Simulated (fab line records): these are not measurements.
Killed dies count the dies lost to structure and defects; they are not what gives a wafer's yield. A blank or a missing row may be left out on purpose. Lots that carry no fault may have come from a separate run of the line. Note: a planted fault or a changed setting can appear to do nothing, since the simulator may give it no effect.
Matching of chambers | flow n5-finfet | N5_BEOL_M10_PECVD_70 on pecvd-01: 3 sister chambers
The step deposits SiO2 from TEOS/O2, target thk 20 nm, time 22.7 s. 3 wafers are shown with their chamber, then 10 later ones without.

WAFERS WITH THEIR CHAMBER
wafer  | chamber | throttle-valve-pct (%)
L087.6 | 2       | 21.0
L089.2 | 1       | 22.7
L089.4 | 0       | 22.3

WAFERS MISSING THEIR CHAMBER
wafer  | throttle-valve-pct (%)
L089.6 | 22.6
L090.2 | 22.7
L090.3 | 22.2
L090.6 | 21.2
L091.1 | 22.0
L091.3 | 20.8
L091.6 | 21.1
L092.2 | 22.1
L092.4 | 22.1
L092.5 | 21.1

EACH ONE'S CHAMBER
wafer  | from the rows above     | in truth
L089.6 | can't be placed: 1 or 0 | 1
L090.2 | 1                       | 1
L090.3 | 0                       | 0
L090.6 | 2                       | 2
L091.1 | 0                       | 0
L091.3 | 2                       | 2
L091.6 | 2                       | 2
L092.2 | 0                       | 0
L092.4 | 0                       | 0
L092.5 | 2                       | 2
Correct placement for 9 of the 10. From these rows, 1 cannot be placed; in 1 the true chamber is one of the candidates. Wrongly placed: 0.
How it was worked out, from the rows above alone: a wafer's distance from a chamber is the root of the sum, over the readings, of the square of ((its reading less the chamber's mean) divided by the reading's scatter). If the next closest chamber is less than 2 further off than the closest, the wafer can't be placed; otherwise it belongs to the closest. Each chamber's mean is taken over the wafers shown for it. The scatter (one wafer shown for each chamber): square how far every hidden wafer sits from the nearest shown wafer, average those squares and take the square root.
